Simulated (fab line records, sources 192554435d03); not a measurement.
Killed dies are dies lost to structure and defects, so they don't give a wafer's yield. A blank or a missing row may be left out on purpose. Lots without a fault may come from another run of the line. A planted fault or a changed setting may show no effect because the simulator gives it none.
Chamber matching | flow n5_finfet | N5_FIN_SAQP_HM_OPEN_33 on rie_diel-01: 4 sister chambers
The step chemistry CH3F/O2, target SiNx, target depth 49.4 nm, time 70.6 s. 4 wafers are shown with their chamber, then 9 later ones without.

WAFERS WITH THEIR CHAMBER
wafer  | chamber | rf_vpp_V (V)
L090.2 | 3       | 301
L090.3 | 1       | 296
L091.3 | 2       | 307
L091.6 | 0       | 291

WAFERS WITHOUT THEIR CHAMBER
wafer  | rf_vpp_V (V)
L094.2 | 295
L094.3 | 306
L094.6 | 290
L095.2 | 301
L095.4 | 296
L095.5 | 295
L097.2 | 301
L097.3 | 291
L097.5 | 308

WHICH CHAMBER EACH WENT THROUGH
wafer  | from the rows above | in truth
L094.2 | 1                   | 1
L094.3 | 2                   | 2
L094.6 | 0                   | 0
L095.2 | 3                   | 3
L095.4 | 1                   | 1
L095.5 | 1                   | 1
L097.2 | 3                   | 3
L097.3 | 0                   | 0
L097.5 | 2                   | 2
Placed correctly: 9 of 9. Can't be placed from these rows: 0. Placed wrongly: 0.
How it was worked out, from the rows above alone: a wafer's distance from a chamber is the root of the sum, over the readings, of the square of ((its reading less the chamber's mean) divided by the reading's scatter). The wafer belongs to the nearest chamber; if the next one is less than 2 further off, it can't be placed. A chamber's mean is the mean of its shown wafers. The scatter: with one shown wafer a chamber, the root of the mean of the squares of how far each hidden wafer lies from its nearest shown one.
